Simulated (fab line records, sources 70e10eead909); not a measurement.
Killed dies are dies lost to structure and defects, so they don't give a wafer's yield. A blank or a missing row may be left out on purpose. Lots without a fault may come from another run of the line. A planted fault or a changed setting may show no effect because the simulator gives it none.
fab line records | flow nand_harc
record lots=5 wafers=15 last_day=34
route steps=1302 shown P_GATE@185
lots that met no fault: from a run of the same line without faults
start_h: hours from the record's first day to the start of the lot's first wafer shown | wait_h: hours since the lot's step before | " the same as in the row above | L1.1+2: a row that stands for several wafers | - no value, or no start given | * or withheld: withheld | < > ~ a bound
route shown NAME@n: a module of which the file shows steps, and the number in the route of the first | usual: mean/standard deviation of fault-free wafers | same: alike in all rows | chamber/n: place in a boat | sites: the reading at each site | _std_site: their standard deviation | _edge_site: outer sites' mean less inner sites' | radius_mm: how far each site lies from the wafer's centre | mask NAME#n: copy n | behind: the tool/chamber that last shaped the wafer | hold: why the lot was held/for how many hours/how that ended | device: the transistor (n, p or np) that didn't switch | end of line: the same wafers' tests at the end of the route | a step without rows: its recipe alone | killed: dies lost to structure and defects at the first sort, not the wafer's yield | map: a wafer's dies, x killed, . not, _ none there
set.NAME: the setting as run; set.NAME@STEP: as run at that earlier step | model.NAME: the simulator's own value behind a step, which no gauge read
lots at some steps of the route; a table a step, a row a wafer
services: from which hour (start_h, from the record's first day; less than 0 if before it) a tool's chamber was out of use, for how many hours, and why
## steps
# step NHARC_P_GATE_CD_MEAS_59
# recipe target_cd_nm=720 landing_energy_ev=500
# usual cd_nm=720.6/2.1
# columns lot.wafer tool chamber start_h wait_h cd_nm
L996.2 cd_sem-01 0 151.16 - 724.5
L996.3 " 0 " " 719.7
L996.5 " 0 " " 720.4
L105.1 cd_sem-03 0 261.18 - 720.1
L105.3 " 0 " " 719.2
L105.4 " 0 " " 721.5
L108.3 cd_sem-03 0 276.46 - 720.3
L108.5 " 0 " " 722.1
L108.6 " 0 " " 723.6
L112.1 cd_sem-03 0 308.09 - 718.9
L112.2 " 0 " " 720.2
L112.5 " 0 " " 722.5
L115.2 cd_sem-01 0 339.72 - 719.3
L115.3 " 0 " " 722.7
L115.5 " 0 " " 723.4
# step NHARC_P_GATE_HARDBAKE_60
# recipe temp_c=125 time_s=80
# step NHARC_P_GATE_DESCUM_61
# recipe time_s=3 o2_flow_sccm=200 ar_flow_sccm=0 bias_power_w=0 chemistry=O2
# usual drypump_motor_current_A=5.9/0.62 oes_product_au=1.009/0.0083 rf_vpp_V=57.7/0.87 showerhead_plenum_p_Torr=1.88/0.064 throttle_valve_pct=11.311/0.0098
# columns lot.wafer tool chamber start_h wait_h drypump_motor_current_A oes_product_au rf_hours_counter_h rf_vpp_V showerhead_plenum_p_Torr throttle_valve_pct
L996.2 rie_diel-03 3 151.35 - 5.6 1.004 1 57.9 1.83 11.313
L996.3 " 0 " " 6.1 1.005 2 56.7 1.84 11.309
L996.5 " 2 " " 5.9 1.007 - 56.5 1.83 11.316
L105.3 rie_diel-07 0 261.34 - 4.8 1.023 6 56.6 1.88 11.314
L105.1 " 1 " " 6.5 1.005 5 59.3 1.90 11.312
L105.4 " 1 " " 6.5 1.009 - 58.5 1.90 11.323
L108.3 rie_diel-03 1 276.61 - 6.6 1.006 9 58.4 2.00 11.310
L108.6 " 1 " " 6.6 1.007 - 58.5 2.00 11.315
L108.5 " 2 " " 5.9 1.017 - 59.7 1.83 11.314
L112.2 rie_diel-07 1 308.26 - 6.5 1.012 0 58.9 1.90 11.320
L112.1 " 2 " " 6.1 1.006 0 56.4 1.93 11.305
L112.5 " 0 " " 4.9 1.012 - 56.5 1.88 11.324
L115.2 rie_diel-01 3 339.88 - 4.8 0.995 9 59.2 1.93 11.293
L115.3 " 0 " " 6.1 1.012 9 56.9 1.79 11.310
L115.5 " 0 " " 6.1 1.011 - 57.1 1.79 11.299
# step NHARC_P_GATE_IMPLANT_62
# recipe energy_kev=20 dose_cm2=3e+15 tilt_deg=7
# step NHARC_P_GATE_STRIP_112
# recipe power_w=1500 temp_c=110 time_s=200 chemistry=N2/H2
# usual drypump_motor_current_A=5.8/0.44 heater_power_w=89/3.5
# columns lot.wafer tool chamber start_h wait_h drypump_motor_current_A heater_power_w rf_hours_counter_h
L996.2 plasma_asher-02 0 151.69 0.2 5.7 95 14
L996.3 " 0 " " 5.7 91 -
L996.5 " 1 " " 5.1 92 -
L105.1 plasma_asher-02 1 261.74 0.2 5.1 92 2
L105.3 " 1 " " 5.1 88 -
L105.4 " 0 " " 5.7 96 -
L108.3 plasma_asher-02 1 277.07 0.2 5.1 91 -
L108.5 " 1 " " 5.1 89 -
L108.6 " 0 " " 5.7 93 -
L112.2 plasma_asher-02 0 308.62 0.2 5.7 96 12
L112.1 " 1 " " 5.0 90 12
L112.5 " 0 " " 5.7 95 -
L115.2 plasma_asher-01 1 340.25 0.2 6.2 90 32
L115.3 " 1 " " 6.2 90 -
L115.5 " 1 " " 6.3 88 -
# step NHARC_P_GATE_STRIP_76
# recipe power_w=1500 temp_c=250 chemistry=O2
# usual drypump_motor_current_A=5.8/0.44 heater_power_w=335/13
# columns lot.wafer tool chamber start_h wait_h drypump_motor_current_A heater_power_w rf_hours_counter_h
L996.2 plasma_asher-02 0 151.96 0.2 5.7 349 14
L996.3 " 0 " " 5.7 352 -
L996.5 " 1 " " 5.0 346 -
L105.1 plasma_asher-02 1 262.00 0.2 5.1 334 2
L105.3 " 1 " " 5.1 332 -
L105.4 " 0 " " 5.7 351 -
L108.3 plasma_asher-02 1 277.27 0.2 5.0 341 -
L108.5 " 1 " " 5.0 329 -
L108.6 " 0 " " 5.7 356 -
L112.2 plasma_asher-02 0 308.88 0.2 5.7 360 12
L112.1 " 1 " " 5.0 336 12
L112.5 " 0 " " 5.7 353 -
L115.2 plasma_asher-01 1 340.51 0.2 6.3 338 32
L115.3 " 1 " " 6.3 330 -
L115.5 " 1 " " 6.2 329 -
# step NHARC_P_GATE_STRIP_63
# recipe time_s=900 temp_c=130 chemistry=SPM
# step NHARC_P_GATE_DEHYDRATE_83
# recipe temp_c=150 time_s=120
# step NHARC_P_GATE_HMDS_84
# recipe time_s=30
# step NHARC_P_GATE_COAT_85
# recipe spin_rpm=3000
# step NHARC_P_GATE_SOFTBAKE_86
# recipe temp_c=122 time_s=95
# step NHARC_P_GATE_EBR_87
# step NHARC_P_GATE_EXPOSE_88
# recipe na=0.6 target_cd_nm=2000 dose_mj=11.87 mask_id=P_HVN
# columns lot.wafer tool chamber start_h wait_h mask
L996.2+3+5 krf_scanner-01 0 152.72 - P_HVN_R1#0
L105.1+3+4 krf_scanner-01 0 262.76 - P_HVN#0
L108.3+5+6 krf_scanner-03 0 278.03 - P_HVN#0
L112.1+2+5 krf_scanner-04 0 309.52 - P_HVN#0
L115.2+3+5 krf_scanner-03 0 341.28 - P_HVN#0
# step NHARC_P_GATE_PEB_89
# recipe peb_temp_c=118 peb_time_s=85
# step NHARC_P_GATE_DEVELOP_90
# recipe time_s=70
# step NHARC_P_GATE_CD_MEAS_91
# recipe target_cd_nm=2000 landing_energy_ev=500
# usual cd_nm=2000.2/1.5
# columns lot.wafer tool chamber start_h wait_h cd_nm
L996.2 cd_sem-02 0 152.87 - 1970.6
L996.3 " 0 " " 1968.5
L996.5 " 0 " " 1967.7
L105.1 cd_sem-03 0 262.92 - 2000.8
L105.3 " 0 " " 1997.8
L105.4 " 0 " " 1998.1
L108.3 cd_sem-01 0 278.18 - 2000.5
L108.5 " 0 " " 2000.6
L108.6 " 0 " " 1997.6
L112.1 cd_sem-03 0 309.67 - 1999.6
L112.2 " 0 " " 2000.4
L112.5 " 0 " " 2002.7
L115.2 cd_sem-01 0 341.43 - 1999.8
L115.3 " 0 " " 1999.9
L115.5 " 0 " " 2000.1
# step NHARC_P_GATE_HARDBAKE_92
# recipe temp_c=125 time_s=80
# step NHARC_P_GATE_DESCUM_93
# recipe time_s=3 o2_flow_sccm=200 ar_flow_sccm=0 bias_power_w=0 chemistry=O2
# usual drypump_motor_current_A=5.9/0.61 oes_product_au=1.008/0.0093 rf_vpp_V=57.7/0.92 showerhead_plenum_p_Torr=1.88/0.068 throttle_valve_pct=11.310/0.01
# columns lot.wafer tool chamber start_h wait_h drypump_motor_current_A oes_product_au rf_hours_counter_h rf_vpp_V showerhead_plenum_p_Torr throttle_valve_pct model.P_GATE.cd_nm
L996.3 rie_diel-07 0 153.06 - 4.9 1.022 2.3 58.4 1.88 11.309 1968
L996.2 " 1 " " 6.5 1.005 1.8 59.3 1.90 11.307 1970
L996.5 " 2 " " 6.1 1.009 - 55.2 1.93 11.324 1967
L105.3 rie_diel-03 0 263.08 - 6.1 1.010 8.3 56.5 1.84 11.308 1997
L105.4 " 2 " " 5.9 1.019 7.2 57.9 1.83 11.314 1998
L105.1 " 3 " " 5.6 1.004 7.1 57.5 1.83 11.311 2000
L108.3 rie_diel-03 2 278.36 - 5.9 1.016 8.0 56.4 1.83 11.318 2000
L108.5 " 0 " " 6.1 1.019 - 58.3 1.84 11.304 2000
L108.6 " 1 " " 6.6 1.024 - 56.8 2.00 11.311 1997
L112.1 rie_diel-03 1 309.84 - 6.6 1.020 0.9 56.7 1.99 11.311 2000
L112.2 " 2 " " 5.9 1.032 1.0 56.7 1.83 11.316 1999
L112.5 " 2 " " 5.9 1.021 - 56.2 1.83 11.304 2002
L115.3 rie_diel-03 0 341.60 - 6.1 0.998 3.4 57.9 1.84 11.298 2000
L115.2 " 1 " " 6.6 1.014 2.8 59.0 1.99 11.295 2000
L115.5 " 3 " " 5.6 1.017 - 55.5 1.83 11.317 2001
# step NHARC_P_GATE_IMPLANT_94
# recipe energy_kev=60 dose_cm2=2e+15 tilt_deg=7
## services
# columns tool chamber start_h hours kind
krf_scanner-04 - 138.09 8.3 repair
krf_scanner-01 - 140.00 4.0 pm
krf_scanner-01 - 147.44 0.7 repair
rie_diel-03 - 152.94 0.1 repair
rie_diel-03 0 164.37 4.5 repair
plasma_asher-01 - 165.17 9.0 pm
rie_diel-03 1 177.74 3.3 repair
krf_scanner-04 - 182.00 4.0 pm
rie_diel-01 - 204.55 9.0 pm
plasma_asher-01 - 208.77 4.5 repair
krf_scanner-01 - 222.42 0.4 repair
krf_scanner-03 - 224.01 4.0 pm
rie_diel-07 - 230.30 1.5 repair
rie_diel-07 3 237.47 48.7 repair
krf_scanner-01 - 249.11 0.6 repair
plasma_asher-02 - 249.83 9.0 pm
plasma_asher-01 - 254.61 5.7 repair
rie_diel-03 - 281.77 9.0 pm
rie_diel-07 - 289.72 0.4 repair
rie_diel-03 - 291.70 0.2 repair
rie_diel-07 - 294.26 9.0 pm
krf_scanner-01 - 312.00 4.0 pm
rie_diel-03 2 336.56 1.7 repair
krf_scanner-03 - 341.58 0.4 repair
## key
first_sign step=NHARC_P_GATE_EXPOSE_88 reading=mask direction=changed
effect step=NHARC_P_GATE_CD_MEAS_91 reading=cd_nm direction=down sigmas=21 usual=2000.2 struck=1968.9
model_effect step=NHARC_P_GATE_DESCUM_93 value=P_GATE.cd_nm without=2001 struck=1969
met_at NHARC_P_GATE_EXPOSE_88
struck_wafers L996.2,L996.3,L996.5
tester_left_out L996
fault kind=wrong_mask tool=any chamber=- onset_h=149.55 steps=NHARC_P_GATE_EXPOSE_88 aux_copy=P_HVN_R1#0 cd_offset_nm=-32.671 scope=struck_lots_only
# tester_left_out: of these lots the tester's yield and bins aren't shown, on N5 and GAA mostly nor the transistor test; their killed dies are dies lost to structure and defects alone, not to doping, threshold or leakage, so they don't give the yield
